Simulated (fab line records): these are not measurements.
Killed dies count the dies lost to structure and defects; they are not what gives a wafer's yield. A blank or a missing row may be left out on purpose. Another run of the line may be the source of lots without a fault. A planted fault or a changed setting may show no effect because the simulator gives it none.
What tool caused it? :: flow nand-harc :: 12 lots with 34 wafers sampled at 7 steps, on a route of 1302 steps

WHAT THE GAUGES READ, wafer by wafer
NHARC_P_GATE_INSPECT_68.
lot: L534
measured: day 6 07:24
on: defect-inspect-02
raw-defect-count: 209 124 122

lot: L535
measured: day 6 10:38
on: defect-inspect-02
raw-defect-count: 179 120 143

lot: L538
measured: day 7 19:37
on: defect-inspect-01
raw-defect-count: 207 208 163

lot: L539
measured: day 8 07:40
on: defect-inspect-02
raw-defect-count: 152 231 178

lot: L541
measured: day 9 08:15
on: defect-inspect-02
raw-defect-count: 224 268 202

lot: L542
measured: day 9 13:53
on: defect-inspect-02
raw-defect-count: 245 246 134

lot: L545
measured: day 10 21:05
on: defect-inspect-01
raw-defect-count: 243 175 216

lot: L547
measured: day 12 02:46
on: defect-inspect-01
raw-defect-count: 208 154 219

lot: L548
measured: day 12 05:37
on: defect-inspect-01
raw-defect-count: 147 289 148

lot: L549
measured: day 12 12:55
on: defect-inspect-01
raw-defect-count: 234 137 98

lot: L551
measured: day 13 09:37
on: defect-inspect-01
raw-defect-count: 1642 1653

lot: L556
measured: day 15 19:04
on: defect-inspect-01
raw-defect-count: 125 185 160

NHARC_P_CONTACT_CD_MEAS_12 targets a cd of 90 nm.
lot: L534
measured: day 6 09:01
on: cd-sem-01
cd-nm (nm): 90.6 91.3 91.1

lot: L535
measured: day 6 12:14
on: cd-sem-02
cd-nm (nm): 89.7 89.4 89.1

lot: L538
measured: day 7 21:06
on: cd-sem-03
cd-nm (nm): 89.0 89.0 89.9

lot: L539
measured: day 8 09:16
on: cd-sem-03
cd-nm (nm): 91.2 91.7 91.8

lot: L541
measured: day 9 09:52
on: cd-sem-03
cd-nm (nm): 89.5 89.1 89.6

lot: L542
measured: day 9 15:24
on: cd-sem-02
cd-nm (nm): 90.7 90.0 89.8

lot: L545
measured: day 10 22:42
on: cd-sem-01
cd-nm (nm): 90.9 91.5 90.5

lot: L547
measured: day 12 04:15
on: cd-sem-01
cd-nm (nm): 92.2 89.9 90.6

lot: L548
measured: day 12 07:15
on: cd-sem-01
cd-nm (nm): 90.5 89.7 90.1

lot: L549
measured: day 12 14:25
on: cd-sem-02
cd-nm (nm): 89.0 90.2 89.7

lot: L551
measured: day 13 18:29
on: cd-sem-02
cd-nm (nm): 90.8

lot: L556
measured: day 15 20:55
on: cd-sem-01
cd-nm (nm): 89.0 89.5 89.3

NHARC_END_SORT_01.
lot: L545
measured: day 29 15:56
on: prober-02
killed-at-array: 65 70 68
killed-at-other: 0 0 0
killed-at-periphery: 3 5 2
killed-dies: 68 75 70
killed-open: 2 0 7
killed-short: 1 2 3

lot: L547
measured: day 30 07:08
on: prober-01
killed-at-array: 85 61 72
killed-at-other: 0 0 1
killed-at-periphery: 3 1 1
killed-dies: 88 62 74
killed-open: 6 3 0
killed-short: 2 1 4

lot: L548
measured: day 30 12:46
on: prober-02
killed-at-array: 32
killed-at-other: 0
killed-at-periphery: 1
killed-dies: 33
killed-open: 1
killed-short: 1

lot: L549
measured: day 31 08:42
on: prober-02
killed-at-array: 73 51 41
killed-at-other: 0 5 4
killed-at-periphery: 2 2 1
killed-dies: 75 58 46
killed-open: 5 3 6
killed-short: 6 0 3

lot: L551
measured: day 33 14:08
on: prober-01
killed-at-array: 71
killed-at-other: 3
killed-at-periphery: 73
killed-dies: 147
killed-open: 0
killed-short: 3

WHICH TOOL RAN EACH LOT (tool, then ch and the chambers of the sampled wafers, then the start)
lot: L534
NHARC_P_GATE_STRIP_106: rie-diel-02 ch 1,3, day 5 13:00
NHARC_P_GATE_DESCUM_48: rie-diel-02 ch 1,2, day 6 01:01
NHARC_P_CONTACT_DEP_30: pecvd-03 ch 0,1,2, day 6 07:28
NHARC_P_CONTACT_DEP_00: pecvd-03 ch 0,1,2, day 6 09:01 or earlier

lot: L535
NHARC_P_GATE_STRIP_106: rie-diel-07 ch 0,3, day 5 16:00
NHARC_P_GATE_DESCUM_48: rie-diel-02 ch 0,1,2, day 6 04:08
NHARC_P_CONTACT_DEP_30: pecvd-01 ch 0,2, day 6 10:42
NHARC_P_CONTACT_DEP_00: pecvd-01 ch 0,2, day 6 12:14 or earlier

lot: L538
NHARC_P_GATE_STRIP_106: rie-diel-07 ch 2,3, day 7 01:00
NHARC_P_GATE_DESCUM_48: rie-diel-07 ch 0,3, day 7 13:14
NHARC_P_CONTACT_DEP_30: pecvd-01 ch 0,2, day 7 19:43
NHARC_P_CONTACT_DEP_00: pecvd-01 ch 0,2, day 7 21:06 or earlier

lot: L539
NHARC_P_GATE_STRIP_106: rie-diel-07 ch 1,2,3, day 7 11:00
NHARC_P_GATE_DESCUM_48: rie-diel-02 ch 0,1,3, day 8 01:25
NHARC_P_CONTACT_DEP_30: pecvd-01 ch 0,1,2, day 8 07:44
NHARC_P_CONTACT_DEP_00: pecvd-01 ch 0,1,2, day 8 09:16 or earlier

lot: L541
NHARC_P_GATE_STRIP_106: rie-diel-07 ch 0,3, day 8 08:00
NHARC_P_GATE_DESCUM_48: rie-diel-01 ch 1,2, day 9 01:57
NHARC_P_CONTACT_DEP_30: pecvd-01 ch 1,2, day 9 08:19
NHARC_P_CONTACT_DEP_00: pecvd-01 ch 1,2, day 9 09:52 or earlier

lot: L542
NHARC_P_GATE_STRIP_106: rie-diel-01 ch 0,1,3, day 8 19:00
NHARC_P_GATE_DESCUM_48: rie-diel-01 ch 2,3, day 9 07:22
NHARC_P_CONTACT_DEP_30: pecvd-01 ch 1,2, day 9 13:59
NHARC_P_CONTACT_DEP_00: pecvd-01 ch 1,2, day 9 15:24 or earlier

lot: L545
NHARC_P_GATE_STRIP_106: rie-diel-01 ch 0,2,3, day 10 03:00
NHARC_P_GATE_DESCUM_48: rie-diel-01 ch 1,2, day 10 14:40
NHARC_P_CONTACT_DEP_30: pecvd-03 ch 0,1,2, day 10 21:16
NHARC_P_CONTACT_DEP_00: pecvd-03 ch 0,1,2, day 10 22:42 or earlier

lot: L547
NHARC_P_GATE_STRIP_106: rie-diel-07 ch 0,2,3, day 11 02:00
NHARC_P_GATE_DESCUM_48: rie-diel-07 ch 0,1,3, day 11 20:25
NHARC_P_CONTACT_DEP_30: pecvd-01 ch 0,1,2, day 12 02:50
NHARC_P_CONTACT_DEP_00: pecvd-01 ch 0,1,2, day 12 04:15 or earlier

lot: L548
NHARC_P_GATE_STRIP_106: rie-diel-01 ch 2,3, day 11 11:00
NHARC_P_GATE_DESCUM_48: rie-diel-02 ch 1,2,3, day 11 23:16
NHARC_P_CONTACT_DEP_30: pecvd-01 ch 1,2, day 12 05:41
NHARC_P_CONTACT_DEP_00: pecvd-01 ch 1,2, day 12 07:15 or earlier

lot: L549
NHARC_P_GATE_STRIP_106: rie-diel-01 ch 0,1,3, day 11 18:00
NHARC_P_GATE_DESCUM_48: rie-diel-07 ch 0,3, day 12 06:34
NHARC_P_CONTACT_DEP_30: pecvd-01 ch 0,1,2, day 12 13:04
NHARC_P_CONTACT_DEP_00: pecvd-01 ch 0,1,2, day 12 14:25 or earlier

lot: L551
NHARC_P_GATE_STRIP_106: rie-diel-07 ch 3, day 12 15:00
NHARC_P_GATE_DESCUM_48: rie-diel-02 ch 3, day 13 03:14
NHARC_P_CONTACT_DEP_30: pecvd-01 ch 0, day 13 16:56
NHARC_P_CONTACT_DEP_00: pecvd-01 ch 0, day 13 18:29 or earlier

lot: L556
NHARC_P_GATE_STRIP_106: rie-diel-01 ch 0,2, day 14 14:00
NHARC_P_GATE_DESCUM_48: rie-diel-07 ch 1,2,3, day 15 02:31
NHARC_P_CONTACT_DEP_30: pecvd-04 ch 1,2, day 15 19:14
NHARC_P_CONTACT_DEP_00: pecvd-04 ch 1,2, day 15 19:36
- NHARC_P_GATE_STRIP_106: strips in O2/COS.
- NHARC_P_GATE_DESCUM_48: chemistry O2, time 3 s.
- NHARC_P_CONTACT_DEP_30: deposits SiNx, target thk 30 nm.
- NHARC_P_CONTACT_DEP_00: deposits SiO2, target thk 500 nm.

AS READ BY THE TOOLS THEMSELVES (means over the sampled wafers that have a number; for cases with no such wafer, the mark the record gives instead)
NHARC_P_GATE_DESCUM_48.
lot: L534
tool: rie-diel-02
drypump-motor-current-A (A): 6.0
oes-product-au (a.u.): 0.991
rf-vpp-V (V): 56.9
showerhead-plenum-p-Torr (Torr): 1.81
throttle-valve-pct (%): 11.320

lot: L535
tool: rie-diel-02
drypump-motor-current-A (A): 5.9
oes-product-au (a.u.): 0.992
rf-vpp-V (V): 57.2
showerhead-plenum-p-Torr (Torr): 1.82
throttle-valve-pct (%): 11.314

lot: L538
tool: rie-diel-07
drypump-motor-current-A (A): 5.5
oes-product-au (a.u.): 1.002
rf-vpp-V (V): 58.3
showerhead-plenum-p-Torr (Torr): 1.98
throttle-valve-pct (%): 11.315

lot: L539
tool: rie-diel-02
drypump-motor-current-A (A): 5.8
oes-product-au (a.u.): 1.004
rf-vpp-V (V): 57.3
showerhead-plenum-p-Torr (Torr): 1.83
throttle-valve-pct (%): 11.313

lot: L541
tool: rie-diel-01
drypump-motor-current-A (A): 5.3
oes-product-au (a.u.): 1.006
rf-vpp-V (V): 57.8
showerhead-plenum-p-Torr (Torr): 1.90
throttle-valve-pct (%): 11.320

lot: L542
tool: rie-diel-01
drypump-motor-current-A (A): 5.4
oes-product-au (a.u.): 1.010
rf-vpp-V (V): 57.6
showerhead-plenum-p-Torr (Torr): 1.90
throttle-valve-pct (%): 11.311

lot: L545
tool: rie-diel-01
drypump-motor-current-A (A): 5.3
oes-product-au (a.u.): 1.005
rf-vpp-V (V): 57.8
showerhead-plenum-p-Torr (Torr): 1.90
throttle-valve-pct (%): 11.306

lot: L547
tool: rie-diel-07
drypump-motor-current-A (A): 5.7
oes-product-au (a.u.): 0.993
rf-vpp-V (V): 57.6
showerhead-plenum-p-Torr (Torr): 1.91
throttle-valve-pct (%): 11.312

lot: L548
tool: rie-diel-02
drypump-motor-current-A (A): 6.0
oes-product-au (a.u.): 1.002
rf-vpp-V (V): 57.0
showerhead-plenum-p-Torr (Torr): 1.82
throttle-valve-pct (%): 11.304

lot: L549
tool: rie-diel-07
drypump-motor-current-A (A): 6.0
oes-product-au (a.u.): 1.001
rf-vpp-V (V): 57.7
showerhead-plenum-p-Torr (Torr): 1.90
throttle-valve-pct (%): 11.317

lot: L551
tool: rie-diel-02
drypump-motor-current-A (A): 5.9
oes-product-au (a.u.): 1.003
rf-vpp-V (V): 57.6
showerhead-plenum-p-Torr (Torr): 1.84
throttle-valve-pct (%): 11.297

lot: L556
tool: rie-diel-07
drypump-motor-current-A (A): 6.0
oes-product-au (a.u.): 1.006
rf-vpp-V (V): 57.6
showerhead-plenum-p-Torr (Torr): 1.88
throttle-valve-pct (%): 11.302

NHARC_P_CONTACT_DEP_30.
lot: L534
tool: pecvd-03
heater-power-outer-w (W): 388
heater-power-w (W): 678
rf-fwd-power-W (W): 449.2

lot: L535
tool: pecvd-01
heater-power-outer-w (W): 450
heater-power-w (W): 697
rf-fwd-power-W (W): 449.6

lot: L538
tool: pecvd-01
heater-power-outer-w (W): 420
heater-power-w (W): 645
rf-fwd-power-W (W): 447.6

lot: L539
tool: pecvd-01
heater-power-outer-w (W): 454
heater-power-w (W): 723
rf-fwd-power-W (W): 448.0

lot: L541
tool: pecvd-01
heater-power-outer-w (W): 398
heater-power-w (W): 666
rf-fwd-power-W (W): 448.8

lot: L542
tool: pecvd-01
heater-power-outer-w (W): 397
heater-power-w (W): 679
rf-fwd-power-W (W): 450.5

lot: L545
tool: pecvd-03
heater-power-outer-w (W): 377
heater-power-w (W): 643
rf-fwd-power-W (W): 448.4

lot: L547
tool: pecvd-01
heater-power-outer-w (W): 474
heater-power-w (W): 725
rf-fwd-power-W (W): 447.9

lot: L548
tool: pecvd-01
heater-power-outer-w (W): 384
heater-power-w (W): 648
rf-fwd-power-W (W): 448.6

lot: L549
tool: pecvd-01
heater-power-outer-w (W): 413
heater-power-w (W): 663
rf-fwd-power-W (W): 449.6

lot: L551
tool: pecvd-01
heater-power-outer-w (W): 534
heater-power-w (W): 776
rf-fwd-power-W (W): 451.5

lot: L556
tool: pecvd-04
heater-power-outer-w (W): 413
heater-power-w (W): 671
rf-fwd-power-W (W): 448.0

NHARC_P_CONTACT_DEP_00.
lot: L534
tool: pecvd-03
heater-power-outer-w (W): 274
heater-power-w (W): 528
rf-fwd-power-W (W): 898.8
throttle-valve-pct (%): 16.2

lot: L535
tool: pecvd-01
heater-power-outer-w (W): 303
heater-power-w (W): 516
rf-fwd-power-W (W): 899.3
throttle-valve-pct (%): 16.2

lot: L538
tool: pecvd-01
heater-power-outer-w (W): 374
heater-power-w (W): 575
rf-fwd-power-W (W): 894.9
throttle-valve-pct (%): 16.3

lot: L539
tool: pecvd-01
heater-power-outer-w (W): 339
heater-power-w (W): 573
rf-fwd-power-W (W): 896.9
throttle-valve-pct (%): 15.9

lot: L541
tool: pecvd-01
heater-power-outer-w (W): 262
heater-power-w (W): 487
rf-fwd-power-W (W): 899.4
throttle-valve-pct (%): 15.7

lot: L542
tool: pecvd-01
heater-power-outer-w (W): 305
heater-power-w (W): 538
rf-fwd-power-W (W): 901.2
throttle-valve-pct (%): 15.7

lot: L545
tool: pecvd-03
heater-power-outer-w (W): 250
heater-power-w (W): 468
rf-fwd-power-W (W): 897.2
throttle-valve-pct (%): 16.2

lot: L547
tool: pecvd-01
heater-power-outer-w (W): 341
heater-power-w (W): 561
rf-fwd-power-W (W): 898.0
throttle-valve-pct (%): 16.3

lot: L548
tool: pecvd-01
heater-power-outer-w (W): 271
heater-power-w (W): 502
rf-fwd-power-W (W): 898.9
throttle-valve-pct (%): 15.8

lot: L549
tool: pecvd-01
heater-power-outer-w (W): 337
heater-power-w (W): 566
rf-fwd-power-W (W): 894.5
throttle-valve-pct (%): 16.1

lot: L551
tool: pecvd-01
heater-power-outer-w (W): 397
heater-power-w (W): 583
rf-fwd-power-W (W): 895.1
throttle-valve-pct (%): 17.1

lot: L556
tool: pecvd-04
heater-power-outer-w (W): 234
heater-power-w (W): 436
rf-fwd-power-W (W): 898.6
throttle-valve-pct (%): 16.1

THE ANSWER, worked out from the rows above alone
Rule: usual is defined by the lots themselves. The widest of any qualifying gaps counts: lots, ordered by their means at a reading, are off when they make up no more than a third of the lots, leave a main group of 4 or more, and stand apart from it by 3 or more times the standard deviation of that group's means. Not used: any main group whose means are identical at the precision the tables above print for the reading. Also off: a lot with no number at a reading for which 4 or more lots have one. Where the step has rows for the other lots, those lots are counted as sound. Order of review: gauges by route order, followed by the tools' own readings, for which a lot's mean as printed above is used. At the first step where some lot is off, the reading lying furthest off is the one used; lots without a number count as furthest.
Off: L551 (NHARC_P_GATE_INSPECT_68, raw-defect-count). For the main group the mean is 185 and the standard deviation 27.
A tool fits if, at a process step before that reading, it ran every lot that is off, and no sound lot after the first of them. The gauges at NHARC_P_GATE_INSPECT_68 aren't tried: what is off there is off at NHARC_END_SORT_01 too, on other tools, and a gauge's error can't cause that. Undecided on this evidence; 2 tools fit (rie-diel-07 at NHARC_P_GATE_STRIP_106, rie-diel-02 at NHARC_P_GATE_DESCUM_48).

WHAT THE SIMULATOR PUT IN
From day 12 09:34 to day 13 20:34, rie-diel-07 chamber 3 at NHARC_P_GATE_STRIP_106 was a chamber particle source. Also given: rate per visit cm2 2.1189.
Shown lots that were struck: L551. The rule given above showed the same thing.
